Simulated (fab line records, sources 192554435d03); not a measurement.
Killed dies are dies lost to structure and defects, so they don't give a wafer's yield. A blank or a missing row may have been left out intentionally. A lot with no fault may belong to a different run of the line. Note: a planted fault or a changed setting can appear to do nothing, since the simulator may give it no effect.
Comparing a struck lot with a sound one    flow n5Finfet    19 steps out of a route of 1938
Sound: wafers L469.1, L469.3, L469.4. Struck: wafer L482.5; the same lot's L482.4 was not struck, so it is left out; see the end for the cause.
Per side, at each step with rows, come the tool, then ch with its chambers, and then its first start. Under that, the readings that differ: sound wafers    struck wafers    difference of the means    sigmas: that difference in standard deviations of wafers without a fault.
alike: readings whose means differ by less than 2 such deviations, and words and numbers that are the same on both sides. not compared: withheld readings, readings that some wafer has no value for, bounds like >300 that may hide the same value, and numbers for which the record gives no deviation and whose values overlap.
A row with sigmas, a row that says differs or no value, or rows on one side alone: a step with any of these is where the two part. When numbers do not overlap yet have no deviation, they are printed without sigmas and do not part them. A reading that every wafer of one side lacks parts them only if that side has two wafers or more.

N5_BEOL_M3_INSPECT_30: inspects for defects (brightfield).
  sound: defectInspect-01 at day 7 09:33; struck: defectInspect-01 at day 11 05:25
  alike: rawDefectCount
then, 1 step without rows for these wafers: N5_BEOL_M3_DESCUM_33 (chemistry O2, time 7 s).
N5_BEOL_M3_ETCH_77: etches underlayer in N2/H2, target depth 6.5 nm, time 5.2 s.
  sound on rieDiel-01 ch 0,1,3, day 7 09:37; struck on rieDiel-01 ch 3, day 11 05:29
  alike: drypumpMotorCurrentA, etchRfOnTimeS, n2FlowSccm, oesProductAu, rfVppV, showerheadPlenumPTorr, throttleValvePct
  not compared: rfHoursCounterH
then, 1 step without rows for these wafers: N5_BEOL_M3_ETCH_69 (etches SiARC in CF4, target depth 15.6 nm, time 26 s).
N5_BEOL_M3_ALD_98: deposits SiO2, target thk 2.5 nm, pulse time 1 s, co reactant pulse time 1 s.
  sound on aldSin-03 ch 0,1,3, day 7 09:43; struck on aldSin-01 ch 0, day 11 05:47
reading                     sound              struck  difference  sigmas
chamberPressureTorr (Torr)  1.994 2.000 1.997  2.008   +0.011      +3
  alike: heaterPowerW, precursorPulseHeightRel
N5_BEOL_M3_ETCHBACK_99: etches SiO2 in CHF3, target depth 5 nm, time 10.4 s.
  sound on rieDiel-01 ch 1,2,3, day 7 21:59; struck on rieDiel-01 ch 2, day 11 07:19
  alike: drypumpMotorCurrentA, oesProductAu, rfVppV, showerheadPlenumPTorr, throttleValvePct
  not compared: rfHoursCounterH
N5_BEOL_M3_ETCH_70: etches SOC in N2/H2, target depth 80 nm, overetch 16 nm, time 120 s.
  sound on rieDiel-01 ch 1,2,3, day 7 22:01; struck on rieDiel-01 ch 2, day 11 07:21
  alike: drypumpMotorCurrentA, n2FlowSccm, oesProductAu, rfVppV, runLengthS, showerheadPlenumPTorr, throttleValvePct
  not compared: rfHoursCounterH
then, 2 steps without rows for these wafers: N5_BEOL_M3_STRIP_71 (strips in N2/H2); N5_BEOL_M3_STRIP_78 (strips in N2/H2).
N5_BEOL_M3_VIA_ETCH_34: etches the open film in C4F6/O2, target depth 69.4 nm, time 65.9 s.
  sound on rieDiel-01 ch 1,2,3, day 7 22:07; struck on rieDiel-01 ch 2, day 11 07:27
  alike: drypumpMotorCurrentA, oesProductAu, rfVppV, runLengthS, showerheadPlenumPTorr, throttleValvePct
  not compared: rfHoursCounterH
then, 2 steps without rows for these wafers: N5_BEOL_M3_STRIP_83 (strips in C4F6/O2); N5_BEOL_M3_STRIP_36 (strips in N2/H2).
N5_BEOL_M3_TRENCH_ETCH_37: etches SiOC in C4F6/O2, target depth 55.555 nm, time 29.2 s.
  sound on rieDiel-01 ch 1,2,3, day 7 22:13; struck on rieDiel-01 ch 2, day 11 07:33
reading                                    sound              struck  difference  sigmas
runLengthS (s)                             52.5 52.5 52.1     46.8    -5.6        -12
model.etch.depthNm (nm)                    56.77 56.32 56.26  44.84   -11.61      
model.BEOL_M3.featureDepthNm (nm)          56.8 56.4 56.2     44.8    -11.7       
model.TiN_of_BEOL_M3_HM_DEP_02.thkNm (nm)  17.2 17.2 17.4     18.6    +1.3        
  alike: drypumpMotorCurrentA, oesProductAu, rfVppV, showerheadPlenumPTorr, throttleValvePct
  not compared: rfHoursCounterH
then, 2 steps without rows for these wafers: N5_BEOL_M3_ETCH_41 (etches SiCN in CH3F/O2, target depth 29.9 nm, time 52.5 s); N5_BEOL_M3_STRIP_97 (strips in N2/H2, time 10 s).
N5_BEOL_M3_OCD_MEAS_38:
  sound: ocd-02 at day 7 22:22; struck: ocd-02 at day 11 07:43
reading             sound           struck  difference  sigmas
trenchDepthNm (nm)  56.5 55.8 56.4  45.5    -10.7       -10
then, 1 step without rows for these wafers: N5_BEOL_M3_HM_STRIP_39 (strips TiN in peroxide tin strip, target depth 25 nm, time 158 s).
N5_BEOL_M4_RC_MEAS_101:
  sound on prober-01 ch 0, day 8 13:57; struck on prober-02 ch 0, day 11 21:34
reading        sound        struck  difference  sigmas
ION_N (uA/um)  702 686 689  664     -28         -2
ION_P (uA/um)  470 464 463  446     -20         -3
  alike: DIBL_N, DIBL_P, IOFF_N, IOFF_P, SS_N, SS_P, VT_N, VT_P
-- the record jumps here: 5 days lie between the struck wafers' starts before and after (it left off in module BEOL_M4 and takes up again in module PASSIVATION, whose first step shown is number 1936 of the route) --
N5_PASSIVATION_PROBE_49:
  sound: prober-02 at day 14 06:30; struck: prober-02 at day 16 09:50
  alike: defectLimitedYield, killed_at_M0_to_M3, killed_at_M4_up, killedAtContacts, killedAtFrontEnd, killedAtOther, killedDies, killedOpen, killedShort, sort_bin_4_leakage, sort_bin_5_function, sort_bin_6_memory, sortNPass, sortYieldPct

WHERE THEY PART
Last at N5_BEOL_M4_RC_MEAS_101 as far as this record goes, first at N5_BEOL_M3_ALD_98. Later steps at which nothing parts them and some readings are alike: N5_PASSIVATION_PROBE_49.

WHY: what the simulator had put in
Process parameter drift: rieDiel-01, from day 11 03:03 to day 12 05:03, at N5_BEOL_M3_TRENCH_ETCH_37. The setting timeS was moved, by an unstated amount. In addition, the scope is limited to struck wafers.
